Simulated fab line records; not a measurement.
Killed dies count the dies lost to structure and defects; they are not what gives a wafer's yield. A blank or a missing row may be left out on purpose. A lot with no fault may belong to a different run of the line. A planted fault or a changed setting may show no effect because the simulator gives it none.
Chamber matching + flow n5-finfet + rie-diel-01 running N5_BEOL_M0_STRIP_104: 4 sister chambers
The step strips in N2/H2. 24 wafers are shown with their chamber, then 12 later ones without.

WAFERS PAIRED WITH THEIR CHAMBERS
| wafer  | chamber | drypump-motor-current-A (A) | showerhead-plenum-p-Torr (Torr) | throttle-valve-pct (%) |
|--------|---------|-----------------------------|---------------------------------|------------------------|
| L074.3 | 2       | 5.8                         | 2.47                            | 23.5                   |
| L074.4 | 0       | 4.9                         | 2.51                            | 23.9                   |
| L074.5 | 0       | 4.9                         | 2.51                            | 23.9                   |
| L076.1 | 3       | 6.1                         | 2.47                            | 23.2                   |
| L076.2 | 0       | 4.8                         | 2.51                            | 23.9                   |
| L076.5 | 1       | 6.4                         | 2.47                            | 23.5                   |
| L078.1 | 0       | 4.9                         | 2.51                            | 23.9                   |
| L078.4 | 1       | 6.4                         | 2.47                            | 23.6                   |
| L078.5 | 2       | 5.8                         | 2.47                            | 23.5                   |
| L079.1 | 0       | 4.9                         | 2.51                            | 23.9                   |
| L079.3 | 3       | 6.1                         | 2.47                            | 23.2                   |
| L079.5 | 0       | 4.9                         | 2.51                            | 23.9                   |
| L081.1 | 2       | 5.8                         | 2.47                            | 23.5                   |
| L081.3 | 3       | 6.1                         | 2.47                            | 23.2                   |
| L081.6 | 2       | 5.8                         | 2.47                            | 23.5                   |
| L083.3 | 0       | 4.8                         | 2.50                            | 23.9                   |
| L083.5 | 0       | 4.8                         | 2.50                            | 24.0                   |
| L083.6 | 3       | 6.1                         | 2.46                            | 23.2                   |
| L089.1 | 1       | 6.3                         | 2.47                            | 23.2                   |
| L089.3 | 2       | 5.8                         | 2.46                            | 23.6                   |
| L089.5 | 3       | 6.1                         | 2.46                            | 23.3                   |
| L090.1 | 2       | 5.8                         | 2.46                            | 23.5                   |
| L090.2 | 1       | 6.3                         | 2.47                            | 23.2                   |
| L090.6 | 2       | 5.8                         | 2.46                            | 23.6                   |

SIGNATURES, as means of the wafers listed above
| reading                  | chamber 0 | chamber 1 | chamber 2 | chamber 3 | scatter within a chamber |
|--------------------------|-----------|-----------|-----------|-----------|--------------------------|
| drypump-motor-current-A  | 4.862     | 6.350     | 5.800     | 6.100     | 0.0379                   |
| showerhead-plenum-p-Torr | 2.5075    | 2.4700    | 2.4657    | 2.4660    | 0.0047                   |
| throttle-valve-pct       | 23.912    | 23.375    | 23.529    | 23.220    | 0.089                    |
Rule: distance of a wafer from a chamber = root of the sum over the readings of ((wafer's reading minus chamber's mean) / reading's scatter) squared. The wafer belongs to the nearest chamber; if the next one is less than 2 further off, it can't be placed. The scatter is the square root of a quotient: the sum, over the shown wafers, of each reading's squared deviation from its chamber's mean, divided by wafers minus chambers.

WAFERS WITHOUT THEIR CHAMBER
| wafer  | drypump-motor-current-A (A) | showerhead-plenum-p-Torr (Torr) | throttle-valve-pct (%) |
|--------|-----------------------------|---------------------------------|------------------------|
| L091.1 | 6.1                         | 2.46                            | 23.2                   |
| L091.4 | 5.8                         | 2.46                            | 23.5                   |
| L091.5 | 6.1                         | 2.46                            | 23.2                   |
| L092.2 | 4.9                         | 2.50                            | 23.9                   |
| L092.4 | 5.8                         | 2.46                            | 23.6                   |
| L092.6 | 4.9                         | 2.50                            | 24.0                   |
| L094.1 | 6.1                         | 2.45                            | 23.2                   |
| L094.2 | 5.8                         | 2.46                            | 23.6                   |
| L094.4 | 6.1                         | 2.46                            | 23.3                   |
| L095.4 | 5.8                         | 2.46                            | 23.6                   |
| L095.5 | 6.1                         | 2.45                            | 23.3                   |
| L095.6 | 6.3                         | 2.46                            | 23.2                   |

EACH ONE'S CHAMBER
| wafer  | from the rows above | in truth |
|--------|---------------------|----------|
| L091.1 | 3                   | 3        |
| L091.4 | 2                   | 2        |
| L091.5 | 3                   | 3        |
| L092.2 | 0                   | 0        |
| L092.4 | 2                   | 2        |
| L092.6 | 0                   | 0        |
| L094.1 | 3                   | 3        |
| L094.2 | 2                   | 2        |
| L094.4 | 3                   | 3        |
| L095.4 | 2                   | 2        |
| L095.5 | 3                   | 3        |
| L095.6 | 1                   | 1        |
Correct placement for 12 of the 12. Left unplaced by these rows: 0. Placed wrongly: 0.
